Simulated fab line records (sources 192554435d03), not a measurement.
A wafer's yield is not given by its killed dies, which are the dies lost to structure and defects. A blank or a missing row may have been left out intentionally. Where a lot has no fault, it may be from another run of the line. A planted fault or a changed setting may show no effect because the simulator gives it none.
Problem report, 8D (eight disciplines) form, completed by code	flow n5_finfet	the parts of the form that need people (team, actions taken, sign-off) are left out

== 1. WHAT WENT WRONG ==
Mean of rf_fwd_power_W at N5_BEOL_M4_ETCH_70: 632.5 W across 6 wafers in 2 lots; on wafers with no fault it is 835.3 W (standard deviation 2.8). That is -72 standard deviations from the usual mean.
The step: etches SOC in N2/H2, target depth 80 nm, overetch 24 nm, time 130 s.
Earliest sighting: wafer L246.4 on rie_diel-01 at day 8 18:05. Wafers with a number at this step in the record: 16, from 6 lots. Rule for "out" (also "out of limits"): further than 4 standard deviations from the usual mean. The other wafers with a number count as sound.

== 2. WHAT IT IS; WHAT IT IS NOT ==
question	is	is not
which readings at this step	rf_fwd_power_W, rf_vpp_V	chamber_pressure_mTorr, drypump_motor_current_A, oes_product_au, throttle_valve_pct
which lots	L245, L246	L256, L261, L262, L264
which wafers of those lots	all that have a number	-
read on which tools	rie_diel-01	rie_diel-05
when	from day 8 18:05	up to then (0 sound wafers); but 10 sound wafers of L256, L261, L262, L264 came after

== 3. SUSPECTS, AND WHAT RULES EACH OUT ==
Counting: a tool stays on the suspect list if, at a process step up to the reading, it processed all lots that are out and no sound lot following the first of them.
- ald_sin-01 at N5_BEOL_M4_ALD_98 (deposits SiO2, target thk 2.5 nm, pulse time 1 s, co reactant pulse time 1 s): ruled out as a lasting fault. The sound lots L256, L262 went through it after L246, its earliest lot that is out (day 8 15:58).
- rie_diel-01 at N5_BEOL_M4_ETCHBACK_99 (etches SiO2 in CHF3, target depth 5 nm, time 10.4 s): ruled out as a lasting fault. The sound lots L261, L262 went through it after L246, its earliest lot that is out (day 8 18:03).
- rie_diel-01 at N5_BEOL_M4_ETCH_70 (etches SOC in N2/H2, target depth 80 nm, overetch 24 nm, time 130 s): ruled out as a lasting fault. The sound lots L261, L262 went through it after L246, its earliest lot that is out (day 8 18:05).
Left after counting: nothing in the record.

== 4. THE CAUSE (what the simulator had put in) ==
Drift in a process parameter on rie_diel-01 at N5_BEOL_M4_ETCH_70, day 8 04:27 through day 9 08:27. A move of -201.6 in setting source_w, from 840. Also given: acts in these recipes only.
Counting ruled it out, wrongly.

== 5. SEQUENCE OF EFFECTS, ordered by route ==
Each row: a reading where the mean over the struck wafers with a number is more than 3 standard deviations away from the usual. Only readings for which the record gives a usual standard deviation are gone through. hours: the time from each lot's start at the first step in this table that gives one to its start at this step, as a median over the lots. sigmas: the change in usual standard deviations.
hours	step	reading	usual	on struck wafers	change	sigmas
0	N5_BEOL_M4_ETCH_70	rf_fwd_power_W	835.3 W	632.5	-202.8	-72
0	N5_BEOL_M4_ETCH_70	rf_vpp_V	525.1 V	572.8	+47.6	+19
The process steps in it:
- N5_BEOL_M4_ETCH_70: etches SOC in N2/H2, target depth 80 nm, overetch 24 nm, time 130 s.
Later steps that measure or inspect, where all struck wafers having a row at the step show a number for every such reading and not one has moved that far: N5_BEOL_M4_RC_MEAS_101.

== 6. HOW IT WOULD HAVE BEEN CAUGHT EARLIER ==
14 hours passed between the start of the fault at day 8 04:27 and the first reading out of limits in this record, taken at day 8 18:05.
